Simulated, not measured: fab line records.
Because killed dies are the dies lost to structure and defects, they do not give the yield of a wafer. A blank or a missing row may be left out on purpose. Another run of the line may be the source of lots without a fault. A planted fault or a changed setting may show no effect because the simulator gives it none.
Which of the tools did it? / flow n5-finfet / Sampling: 24 lots, 72 wafers, 3 of 1938 route steps

WHAT THE GAUGES READ, wafer by wafer
N5_BEOL_M4_CD_MEAS_28: target cd 26.2 nm, target cd y 24.1 nm. Usual: 26.13 nm for cd-nm, sd 0.24.
lot=L074; measured=day 7 13:00; on=cd-sem-02; cd-nm (nm)=25.94 26.43 26.16; flag=
lot=L075; measured=day 7 19:27; on=cd-sem-02; cd-nm (nm)=25.92 25.86 26.11; flag=
lot=L077; measured=day 8 14:21; on=cd-sem-01; cd-nm (nm)=26.05 25.98 26.34; flag=
lot=L076; measured=day 8 14:34; on=cd-sem-02; cd-nm (nm)=25.76 26.16 26.08; flag=
lot=L078; measured=day 9 07:57; on=cd-sem-03; cd-nm (nm)=26.09 26.13 26.51; flag=
lot=L079; measured=day 9 16:08; on=cd-sem-03; cd-nm (nm)=26.38 25.96 26.54; flag=
lot=L080; measured=day 9 22:14; on=cd-sem-03; cd-nm (nm)=26.05 25.97 26.09; flag=
lot=L081; measured=day 9 22:17; on=cd-sem-01; cd-nm (nm)=26.25 25.97 25.99; flag=
lot=L082; measured=day 9 23:50; on=cd-sem-03; cd-nm (nm)=25.98 25.89 26.02; flag=
lot=L085; measured=day 10 04:20; on=cd-sem-02; cd-nm (nm)=25.83 26.07 25.72; flag=
lot=L083; measured=day 10 05:12; on=cd-sem-02; cd-nm (nm)=26.01 25.81 25.97; flag=
lot=L084; measured=day 10 14:52; on=cd-sem-01; cd-nm (nm)=26.09 25.76 25.94; flag=
lot=L087; measured=day 10 15:53; on=cd-sem-01; cd-nm (nm)=25.77 25.87 25.78; flag=
lot=L086; measured=day 10 18:17; on=cd-sem-01; cd-nm (nm)=26.20 26.14 26.15; flag=
lot=L088; measured=day 11 06:55; on=cd-sem-01; cd-nm (nm)=26.36 26.29 26.33; flag=
lot=L089; measured=day 11 15:07; on=cd-sem-03; cd-nm (nm)=26.41 26.01 26.62; flag=
lot=L090; measured=day 12 04:47; on=cd-sem-03; cd-nm (nm)=26.23 26.20 26.02; flag=
lot=L092; measured=day 12 06:13; on=cd-sem-01; cd-nm (nm)=26.51 26.47 26.51; flag=
lot=L093; measured=day 12 10:46; on=cd-sem-03; cd-nm (nm)=25.74 26.13 25.50; flag=
lot=L091; measured=day 12 11:23; on=cd-sem-02; cd-nm (nm)=26.31 26.15 26.17; flag=
lot=L094; measured=day 12 21:36; on=cd-sem-02; cd-nm (nm)=26.13 26.29 26.00; flag=
lot=L095; measured=day 13 02:31; on=cd-sem-02; cd-nm (nm)=26.70 26.22 26.36; flag=
lot=L097; measured=day 13 06:31; on=cd-sem-02; cd-nm (nm)=26.26 26.15 25.96; flag=
lot=L096; measured=day 13 19:33; on=cd-sem-02; cd-nm (nm)=26.24 26.20 26.04; flag=

WHICH TOOL RAN EACH LOT (tool, then ch and the chambers of the sampled wafers, then the start)
lot=L074; N5_BEOL_M4_HM_DEP_02=pvd-sputter-02, day 7 11:35; N5_BEOL_M4_ETCH_64=rie-diel-03 ch 0,1,2, day 7 12:19
lot=L075; N5_BEOL_M4_HM_DEP_02=pvd-sputter-03, day 7 18:11; N5_BEOL_M4_ETCH_64=rie-diel-03 ch 0,2,3, day 7 18:46
lot=L077; N5_BEOL_M4_HM_DEP_02=pvd-sputter-01, day 8 12:49; N5_BEOL_M4_ETCH_64=rie-diel-03 ch 0,2,3, day 8 13:33
lot=L076; N5_BEOL_M4_HM_DEP_02=pvd-sputter-01, day 8 13:16; N5_BEOL_M4_ETCH_64=rie-diel-02 ch 1,3, day 8 13:52
lot=L078; N5_BEOL_M4_HM_DEP_02=pvd-sputter-01, day 9 06:23; N5_BEOL_M4_ETCH_64=rie-diel-03 ch 1,2,3, day 9 07:11
lot=L079; N5_BEOL_M4_HM_DEP_02=pvd-sputter-03, day 9 14:43; N5_BEOL_M4_ETCH_64=rie-diel-06 ch 1,2,3, day 9 15:24
lot=L080; N5_BEOL_M4_HM_DEP_02=pvd-sputter-03, day 9 20:42; N5_BEOL_M4_ETCH_64=rie-diel-02 ch 0,1,2, day 9 21:25
lot=L081; N5_BEOL_M4_HM_DEP_02=pvd-sputter-03, day 9 20:48; N5_BEOL_M4_ETCH_64=rie-diel-06 ch 0,1, day 9 21:35
lot=L082; N5_BEOL_M4_HM_DEP_02=pvd-sputter-03, day 9 22:08; N5_BEOL_M4_ETCH_64=rie-diel-02 ch 0,2, day 9 23:10
lot=L085; N5_BEOL_M4_HM_DEP_02=pvd-sputter-02, day 10 02:39; N5_BEOL_M4_ETCH_64=rie-diel-03 ch 1,3, day 10 03:35
lot=L083; N5_BEOL_M4_HM_DEP_02=pvd-sputter-02, day 10 03:56; N5_BEOL_M4_ETCH_64=rie-diel-02 ch 1,2,3, day 10 04:32
lot=L084; N5_BEOL_M4_HM_DEP_02=pvd-sputter-03, day 10 13:28; N5_BEOL_M4_ETCH_64=rie-diel-06 ch 0,1,2, day 10 14:04
lot=L087; N5_BEOL_M4_HM_DEP_02=pvd-sputter-03, day 10 14:22; N5_BEOL_M4_ETCH_64=rie-diel-06 ch 1,3, day 10 15:05
lot=L086; N5_BEOL_M4_HM_DEP_02=pvd-sputter-02, day 10 16:55; N5_BEOL_M4_ETCH_64=rie-diel-03 ch 0,2, day 10 17:31
lot=L088; N5_BEOL_M4_HM_DEP_02=pvd-sputter-02, day 11 05:31; N5_BEOL_M4_ETCH_64=rie-diel-06 ch 2,3, day 11 06:07
lot=L089; N5_BEOL_M4_HM_DEP_02=pvd-sputter-01, day 11 13:45; N5_BEOL_M4_ETCH_64=rie-diel-03 ch 1,2, day 11 14:22
lot=L090; N5_BEOL_M4_HM_DEP_02=pvd-sputter-01, day 12 03:24; N5_BEOL_M4_ETCH_64=rie-diel-03 ch 2,3, day 12 03:59
lot=L092; N5_BEOL_M4_HM_DEP_02=pvd-sputter-01, day 12 04:23; N5_BEOL_M4_ETCH_64=rie-diel-06 ch 0,1,2, day 12 05:22
lot=L093; N5_BEOL_M4_HM_DEP_02=pvd-sputter-02, day 12 09:29; N5_BEOL_M4_ETCH_64=rie-diel-06 ch 0,1,2, day 12 10:05
lot=L091; N5_BEOL_M4_HM_DEP_02=pvd-sputter-02, day 12 09:55; N5_BEOL_M4_ETCH_64=rie-diel-06 ch 0,2,3, day 12 10:37
lot=L094; N5_BEOL_M4_HM_DEP_02=pvd-sputter-01, day 12 20:08; N5_BEOL_M4_ETCH_64=rie-diel-02 ch 0,2,3, day 12 20:44
lot=L095; N5_BEOL_M4_HM_DEP_02=pvd-sputter-03, day 13 01:14; N5_BEOL_M4_ETCH_64=rie-diel-02 ch 0,1,2, day 13 01:50
lot=L097; N5_BEOL_M4_HM_DEP_02=pvd-sputter-01, day 13 04:59; N5_BEOL_M4_ETCH_64=rie-diel-06 ch 0,3, day 13 05:43
lot=L096; N5_BEOL_M4_HM_DEP_02=pvd-sputter-01, day 13 17:50; N5_BEOL_M4_ETCH_64=rie-diel-06 ch 0,2,3, day 13 18:35
- N5_BEOL_M4_HM_DEP_02: deposits TiN, target thk 20 nm.
- N5_BEOL_M4_ETCH_64: etches SOC in N2/H2, target depth 75 nm, overetch 22.5 nm, time 121.9 s.

WHAT THE TOOLS THEMSELVES READ (means of the sampled wafers that have a number; where no wafer has one, the mark that the record gives instead)
N5_BEOL_M4_HM_DEP_02. Usual: 29.6 % for throttle-valve-pct, sd 1.2.
lot=L074; tool=pvd-sputter-02; throttle-valve-pct (%)=29.4; flag=
lot=L075; tool=pvd-sputter-03; throttle-valve-pct (%)=28.7; flag=
lot=L077; tool=pvd-sputter-01; throttle-valve-pct (%)=29.1; flag=
lot=L076; tool=pvd-sputter-01; throttle-valve-pct (%)=30.1; flag=
lot=L078; tool=pvd-sputter-01; throttle-valve-pct (%)=29.7; flag=
lot=L079; tool=pvd-sputter-03; throttle-valve-pct (%)=28.7; flag=
lot=L080; tool=pvd-sputter-03; throttle-valve-pct (%)=28.9; flag=
lot=L081; tool=pvd-sputter-03; throttle-valve-pct (%)=30.4; flag=
lot=L082; tool=pvd-sputter-03; throttle-valve-pct (%)=30.4; flag=
lot=L085; tool=pvd-sputter-02; throttle-valve-pct (%)=30.3; flag=
lot=L083; tool=pvd-sputter-02; throttle-valve-pct (%)=30.5; flag=
lot=L084; tool=pvd-sputter-03; throttle-valve-pct (%)=29.6; flag=
lot=L087; tool=pvd-sputter-03; throttle-valve-pct (%)=29.8; flag=
lot=L086; tool=pvd-sputter-02; throttle-valve-pct (%)=29.2; flag=
lot=L088; tool=pvd-sputter-02; throttle-valve-pct (%)=30.1; flag=
lot=L089; tool=pvd-sputter-01; throttle-valve-pct (%)=29.7; flag=
lot=L090; tool=pvd-sputter-01; throttle-valve-pct (%)=29.7; flag=
lot=L092; tool=pvd-sputter-01; throttle-valve-pct (%)=29.1; flag=
lot=L093; tool=pvd-sputter-02; throttle-valve-pct (%)=29.4; flag=
lot=L091; tool=pvd-sputter-02; throttle-valve-pct (%)=30.0; flag=
lot=L094; tool=pvd-sputter-01; throttle-valve-pct (%)=29.7; flag=
lot=L095; tool=pvd-sputter-03; throttle-valve-pct (%)=29.4; flag=
lot=L097; tool=pvd-sputter-01; throttle-valve-pct (%)=30.5; flag=
lot=L096; tool=pvd-sputter-01; throttle-valve-pct (%)=29.8; flag=

N5_BEOL_M4_ETCH_64. Usual: drypump-motor-current-A 5.6 A, standard deviation 0.53; oes-product-au 0.61 a.u., standard deviation 0.042; rf-vpp-V 523.6 V, standard deviation 2.3; showerhead-plenum-p-Torr 2.52 Torr, standard deviation 0.08; throttle-valve-pct 17.74 %, standard deviation 0.27.
lot=L074; tool=rie-diel-03; drypump-motor-current-A (A)=5.8; oes-product-au (a.u.)=0.66; rf-vpp-V (V)=526.5; showerhead-plenum-p-Torr (Torr)=2.62; throttle-valve-pct (%)=17.32; flag=
lot=L075; tool=rie-diel-03; drypump-motor-current-A (A)=5.7; oes-product-au (a.u.)=0.62; rf-vpp-V (V)=525.4; showerhead-plenum-p-Torr (Torr)=2.60; throttle-valve-pct (%)=17.39; flag=
lot=L077; tool=rie-diel-03; drypump-motor-current-A (A)=5.7; oes-product-au (a.u.)=0.62; rf-vpp-V (V)=526.1; showerhead-plenum-p-Torr (Torr)=2.60; throttle-valve-pct (%)=17.38; flag=
lot=L076; tool=rie-diel-02; drypump-motor-current-A (A)=5.2; oes-product-au (a.u.)=0.63; rf-vpp-V (V)=523.5; showerhead-plenum-p-Torr (Torr)=2.54; throttle-valve-pct (%)=17.82; flag=
lot=L078; tool=rie-diel-03; drypump-motor-current-A (A)=5.9; oes-product-au (a.u.)=0.63; rf-vpp-V (V)=525.1; showerhead-plenum-p-Torr (Torr)=2.57; throttle-valve-pct (%)=17.50; flag=
lot=L079; tool=rie-diel-06; drypump-motor-current-A (A)=5.6; oes-product-au (a.u.)=0.59; rf-vpp-V (V)=522.2; showerhead-plenum-p-Torr (Torr)=2.48; throttle-valve-pct (%)=17.86; flag=
lot=L080; tool=rie-diel-02; drypump-motor-current-A (A)=5.2; oes-product-au (a.u.)=0.62; rf-vpp-V (V)=523.2; showerhead-plenum-p-Torr (Torr)=2.50; throttle-valve-pct (%)=17.99; flag=
lot=L081; tool=rie-diel-06; drypump-motor-current-A (A)=5.3; oes-product-au (a.u.)=0.59; rf-vpp-V (V)=521.5; showerhead-plenum-p-Torr (Torr)=2.43; throttle-valve-pct (%)=17.83; flag=
lot=L082; tool=rie-diel-02; drypump-motor-current-A (A)=5.2; oes-product-au (a.u.)=0.63; rf-vpp-V (V)=523.3; showerhead-plenum-p-Torr (Torr)=2.50; throttle-valve-pct (%)=18.08; flag=
lot=L085; tool=rie-diel-03; drypump-motor-current-A (A)=6.0; oes-product-au (a.u.)=0.60; rf-vpp-V (V)=524.1; showerhead-plenum-p-Torr (Torr)=2.56; throttle-valve-pct (%)=17.65; flag=
lot=L083; tool=rie-diel-02; drypump-motor-current-A (A)=5.2; oes-product-au (a.u.)=0.63; rf-vpp-V (V)=523.2; showerhead-plenum-p-Torr (Torr)=2.54; throttle-valve-pct (%)=17.92; flag=
lot=L084; tool=rie-diel-06; drypump-motor-current-A (A)=5.5; oes-product-au (a.u.)=0.61; rf-vpp-V (V)=521.1; showerhead-plenum-p-Torr (Torr)=2.44; throttle-valve-pct (%)=17.77; flag=
lot=L087; tool=rie-diel-06; drypump-motor-current-A (A)=5.4; oes-product-au (a.u.)=0.57; rf-vpp-V (V)=521.8; showerhead-plenum-p-Torr (Torr)=2.46; throttle-valve-pct (%)=17.95; flag=
lot=L086; tool=rie-diel-03; drypump-motor-current-A (A)=5.5; oes-product-au (a.u.)=0.63; rf-vpp-V (V)=527.2; showerhead-plenum-p-Torr (Torr)=2.64; throttle-valve-pct (%)=17.27; flag=
lot=L088; tool=rie-diel-06; drypump-motor-current-A (A)=5.8; oes-product-au (a.u.)=0.61; rf-vpp-V (V)=522.7; showerhead-plenum-p-Torr (Torr)=2.49; throttle-valve-pct (%)=17.82; flag=
lot=L089; tool=rie-diel-03; drypump-motor-current-A (A)=5.8; oes-product-au (a.u.)=0.64; rf-vpp-V (V)=525.5; showerhead-plenum-p-Torr (Torr)=2.57; throttle-valve-pct (%)=17.39; flag=
lot=L090; tool=rie-diel-03; drypump-motor-current-A (A)=5.7; oes-product-au (a.u.)=0.60; rf-vpp-V (V)=524.9; showerhead-plenum-p-Torr (Torr)=2.56; throttle-valve-pct (%)=17.46; flag=
lot=L092; tool=rie-diel-06; drypump-motor-current-A (A)=5.5; oes-product-au (a.u.)=0.60; rf-vpp-V (V)=521.5; showerhead-plenum-p-Torr (Torr)=2.44; throttle-valve-pct (%)=17.80; flag=
lot=L093; tool=rie-diel-06; drypump-motor-current-A (A)=5.5; oes-product-au (a.u.)=0.59; rf-vpp-V (V)=521.2; showerhead-plenum-p-Torr (Torr)=2.44; throttle-valve-pct (%)=17.80; flag=
lot=L091; tool=rie-diel-06; drypump-motor-current-A (A)=6.1; oes-product-au (a.u.)=0.61; rf-vpp-V (V)=522.9; showerhead-plenum-p-Torr (Torr)=2.49; throttle-valve-pct (%)=17.87; flag=
lot=L094; tool=rie-diel-02; drypump-motor-current-A (A)=5.3; oes-product-au (a.u.)=0.58; rf-vpp-V (V)=523.9; showerhead-plenum-p-Torr (Torr)=2.55; throttle-valve-pct (%)=18.02; flag=
lot=L095; tool=rie-diel-02; drypump-motor-current-A (A)=5.2; oes-product-au (a.u.)=0.60; rf-vpp-V (V)=522.6; showerhead-plenum-p-Torr (Torr)=2.49; throttle-valve-pct (%)=18.04; flag=
lot=L097; tool=rie-diel-06; drypump-motor-current-A (A)=6.3; oes-product-au (a.u.)=0.61; rf-vpp-V (V)=522.7; showerhead-plenum-p-Torr (Torr)=2.50; throttle-valve-pct (%)=17.91; flag=
lot=L096; tool=rie-diel-06; drypump-motor-current-A (A)=6.1; oes-product-au (a.u.)=0.60; rf-vpp-V (V)=522.4; showerhead-plenum-p-Torr (Torr)=2.49; throttle-valve-pct (%)=17.89; flag=

THE ANSWER, worked out from the rows above alone
Rule: lot off if the mean of its wafers having a number is beyond 3 standard deviations from the usual mean. A lot without any number at a reading at which 4 lots or more have one is off too. Where the step has rows for the other lots, those lots are counted as sound. Order of review: gauges by route order, followed by the tools' own readings, for which a lot's mean as printed above is used. At the first step where some lot is off, the reading lying furthest off is the one used; lots without a number count as furthest.
No lot is off on any of the readings shown, so nothing can be concluded from this.

WHAT THE SIMULATOR PUT IN
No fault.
